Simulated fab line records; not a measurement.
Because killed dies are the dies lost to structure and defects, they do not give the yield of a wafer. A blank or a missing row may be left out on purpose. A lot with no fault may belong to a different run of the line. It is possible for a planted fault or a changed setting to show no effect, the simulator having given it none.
8D (eight disciplines) problem report, filled in by code ; flow n5-finfet ; the parts of the form that need people (team, actions taken, sign-off) are left out

1. THE PROBLEM
susceptor-temp-C at N5_PASSIVATION_PECVD_53 reads a mean of 411.52 C on 4 wafers of 2 lots; wafers without a fault read 400.03 C with a standard deviation of 0.23. Measured from the usual mean, that is +50 standard deviations.
The step: deposits SiO2 from TEOS/O2, target thk 800 nm, time 169.4 s.
Seen first at day 14 08:23 on pecvd-01, wafer L711.3. The record has a number at this step for 18 wafers belonging to 6 lots. By rule, "out" or "out of limits" means more than 4 standard deviations away from the usual mean. The other wafers with a number count as sound.

2. WHAT IT IS, WHAT IT ISN'T
question;is;is not
which readings at this step;susceptor-temp-C;-
which lots;L711, L715;L709, L724, L726, L727
which wafers of those lots;L711.3, L711.5, L715.2, L715.6;L711.4, L715.5
read on which tools;pecvd-01;pecvd-04
when;from day 14 08:23;"up to then (4 sound wafers); but 10 sound wafers of L715, L724, L726, L727 came after"

3. SUSPECTS, AND WHAT RULES EACH OUT
Counting: any tool at a process step up to the reading remains a suspect provided it ran every lot that is out. Sound lots after the first of them don't rule it out here, since some wafers of a struck lot are sound.
- rie-metal-01 at N5_PASSIVATION_AL_ETCH_33 (etches Al in Cl2/BCl3, stops on TaN, target depth 2800 nm, time 466.7 s): kept. It ran every lot that is out, first L711 (day 14 07:26).
- rie-metal-01 at N5_PASSIVATION_ETCH_59 (etches TaN in Cl2/BCl3, target depth 65 nm, time 34.9 s): kept. It ran every lot that is out, first L711 (day 14 07:44).
- pecvd-01 at N5_PASSIVATION_PECVD_53 (deposits SiO2 from TEOS/O2, target thk 800 nm, time 169.4 s): kept. Ran every lot that is out, first one L711 (day 14 08:23); last sound lot up to then L709 (day 14 06:13). Its own susceptor-temp-C readings are out on those wafers.
- At N5_PASSIVATION_PECVD_53, inside pecvd-01: chamber 2 took the wafers that are out, while their sound lot-mates went through chambers 0, 1.
The count leaves rie-metal-01 at N5_PASSIVATION_AL_ETCH_33, rie-metal-01 at N5_PASSIVATION_ETCH_59, and pecvd-01 at N5_PASSIVATION_PECVD_53.

4. THE CAUSE (what the simulator had put in)
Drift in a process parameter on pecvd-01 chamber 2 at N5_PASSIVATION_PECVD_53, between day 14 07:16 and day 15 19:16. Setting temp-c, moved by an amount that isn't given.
Counting left 3 suspects, and this tool is among them.

5. THE CHAIN OF EFFECTS, in route order
Each row: a reading whose mean over the struck wafers that have a number lies more than 3 standard deviations from the usual. Scope: only readings with a usual standard deviation given in the record; hours: median across lots of the time from each lot's start at the first step in this table that gives one to its start at this step; sigmas: change in usual standard deviations.
hours;step;reading;usual;on struck wafers;change;sigmas
0;N5_PASSIVATION_PECVD_53;susceptor-temp-C;400.03 C;411.52;+11.49;+50
It contains these process steps:
- N5_PASSIVATION_PECVD_53: deposits SiO2 from TEOS/O2, target thk 800 nm, time 169.4 s.

6. WHAT WOULD HAVE CAUGHT IT SOONER
In this record the first reading out of limits was taken at day 14 08:23, 1 hour after the fault began at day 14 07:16.
